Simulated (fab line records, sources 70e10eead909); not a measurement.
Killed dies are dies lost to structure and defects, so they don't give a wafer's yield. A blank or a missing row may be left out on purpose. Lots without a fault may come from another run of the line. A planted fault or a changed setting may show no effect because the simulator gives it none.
One fault seen from 2 desks | flow nand_harc | each desk has only its own numbers; what lay behind them comes last

THE TOOL OWNER'S DESK: rie_diel-01
The tool's own readings at NHARC_A_CONTACT_ETCH_31 (etches the open film in O2/COS, target depth 2800 nm, time 728 s): means of the sampled wafers that have a number, for each lot that ran on this tool. A lot is out of limits, marked OUT, if its mean lies more than 4 standard deviations from the usual mean; the brackets give that distance.
Columns: A = drypump_motor_current_A at NHARC_A_CONTACT_ETCH_31, usual 5.9 A; B = oes_product_au at NHARC_A_CONTACT_ETCH_31, usual 0.999 a.u.; C = rf_vpp_V at NHARC_A_CONTACT_ETCH_31, usual 314.2 V; D = run_length_s at NHARC_A_CONTACT_ETCH_31, usual 749.4 s; E = showerhead_plenum_p_Torr at NHARC_A_CONTACT_ETCH_31, usual 3.12 Torr; F = throttle_valve_pct at NHARC_A_CONTACT_ETCH_31, usual 28.331 %
lot  | first seen here | A   | B     | C     | D                       | E    | F
L188 | day 22 00:50    | 5.9 | 0.992 | 315.4 | 749.4                   | 3.22 | 28.334
L191 | day 22 21:54    | 5.9 | 0.994 | 314.0 | 749.2                   | 3.14 | 28.328
L190 | day 23 03:17    | 5.9 | 0.995 | 315.3 | 749.3                   | 3.21 | 28.334
L192 | day 23 15:35    | 5.9 | 1.003 | 314.4 | 749.5                   | 3.14 | 28.330
L197 | day 26 15:02    | 5.8 | 1.007 | 313.9 | 749.3                   | 3.10 | 28.334
L209 | day 31 03:29    | 5.8 | 0.997 | 314.5 | 694.8 (-99 or more) OUT | 3.12 | 28.336
This desk's finding: out of limits on L209; first on L209, day 31 03:29 (run_length_s at NHARC_A_CONTACT_ETCH_31). In limits: L188, L191, L190, L192, L197.

THE DEFECT DESK
What the inspections along the route counted, lot by lot: means of the sampled wafers that have a number. A lot is out of limits, marked OUT, if its mean lies more than 4 standard deviations from the usual mean; the brackets give that distance.
Columns: A = raw_defect_count at NHARC_A_CONTACT_INSPECT_10, usual 80
lot  | first seen here | A
L188 | day 22 00:05    | 74
L191 | day 22 21:08    | 20
L189 | day 22 22:58    | 97
L190 | day 23 02:28    | 94
L192 | day 23 14:56    | 65
L193 | day 24 06:18    | 70
L194 | day 24 13:28    | 101
L199 | day 26 13:47    | 37
L197 | day 26 14:22    | 66
L196 | day 26 18:44    | 80
L200 | day 27 02:37    | 83
L202 | day 27 20:03    | 88
L209 | day 31 02:34    | 19
This desk's finding: nothing out of limits on any of the 13 lots.

PUT TOGETHER
The tool owner's desk could have raised an alarm at day 31 03:29, on L209.
The defect desk saw nothing out of limits.
The defect desk has L209 on record, within its limits.
Of the lots named, all ran NHARC_A_CONTACT_ETCH_31 on rie_diel-01.

WHAT THE SIMULATOR HAD PUT IN
Process parameter drift: rie_diel-01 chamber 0, from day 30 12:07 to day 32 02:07, at NHARC_A_CONTACT_ETCH_31. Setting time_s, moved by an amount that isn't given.
Lots struck among those shown: L209.
Hours from the fault's start to each desk's first reading out of limits: the tool owner's desk, 15.
